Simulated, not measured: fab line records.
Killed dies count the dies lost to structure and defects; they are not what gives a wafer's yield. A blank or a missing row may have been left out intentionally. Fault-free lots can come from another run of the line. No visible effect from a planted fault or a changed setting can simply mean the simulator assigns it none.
What tool caused it? + flow nand_harc + Sampling: 6 lots, 18 wafers, 3 of 1302 route steps

WHAT EACH GAUGE READ, for each wafer
NHARC_P_GATE_CD_MEAS_26: target cd 120 nm.
| lot  | measured     | on        | cd_nm (nm)        |
|------|--------------|-----------|-------------------|
| L544 | day 5 09:06  | cd_sem-03 | 120.2 119.5 119.3 |
| L548 | day 7 03:53  | cd_sem-03 | 117.8 119.9 120.0 |
| L558 | day 11 04:24 | cd_sem-03 | 113.4 112.8 112.6 |
| L561 | day 12 20:50 | cd_sem-01 | 120.6 120.3 120.4 |
| L563 | day 13 11:28 | cd_sem-02 | 120.8 120.5 120.2 |
| L566 | day 14 17:40 | cd_sem-01 | 120.2 119.0 120.3 |

EACH LOT AND THE TOOL THAT RAN IT (in order: tool; ch and the chambers of the sampled wafers; start)
| lot  | NHARC_P_GATE_DESCUM_13             | NHARC_P_GATE_PEB_24               |
|------|------------------------------------|-----------------------------------|
| L544 | rie_diel-03 ch 0,1,3, day 4 18:35  | litho_track-01 ch 0, day 5 09:01  |
| L548 | rie_diel-03 ch 0,1,3, day 6 13:04  | litho_track-06 ch 0, day 7 03:48  |
| L558 | rie_diel-03 ch 0,1,3, day 10 14:23 | litho_track-06 ch 0, day 11 04:19 |
| L561 | rie_diel-11 ch 0,1,3, day 12 05:28 | litho_track-04 ch 0, day 12 20:46 |
| L563 | rie_diel-11 ch 0,1,2, day 12 21:17 | litho_track-04 ch 0, day 13 11:23 |
| L566 | rie_diel-03 ch 1,3, day 14 00:17   | litho_track-04 ch 0, day 14 17:35 |
- NHARC_P_GATE_DESCUM_13: chemistry O2, time 3 s.
- NHARC_P_GATE_PEB_24: peb time 65 s.

THE ANSWER, worked out from the rows above alone
Rule: usual is defined by the lots themselves. Put in order of their means at a reading, lots are off if they are a third of the lots or fewer, leave a main group of 4 or more, and stand apart from it by a gap of 3 or more times the standard deviation of the main group's means; of several such gaps the widest counts. Not used: any main group whose means are identical at the precision the tables above print for the reading. Also off: a lot with no number at a reading for which 4 or more lots have one. Any other lot the step has rows for is counted as sound.
Off: L558, at NHARC_P_GATE_CD_MEAS_26 (cd_nm). Mean 119.9 nm and standard deviation 0.48 in the main group.
If a tool, at a process step before that reading, ran all the lots that are off and no sound lot after the first of them, it fits. Those tools and the gauges at NHARC_P_GATE_CD_MEAS_26 are tried in the same way. This does not decide it: 2 tools fit, namely litho_track-06 at NHARC_P_GATE_PEB_24 and cd_sem-03 at NHARC_P_GATE_CD_MEAS_26.

WHAT THE SIMULATOR PUT IN
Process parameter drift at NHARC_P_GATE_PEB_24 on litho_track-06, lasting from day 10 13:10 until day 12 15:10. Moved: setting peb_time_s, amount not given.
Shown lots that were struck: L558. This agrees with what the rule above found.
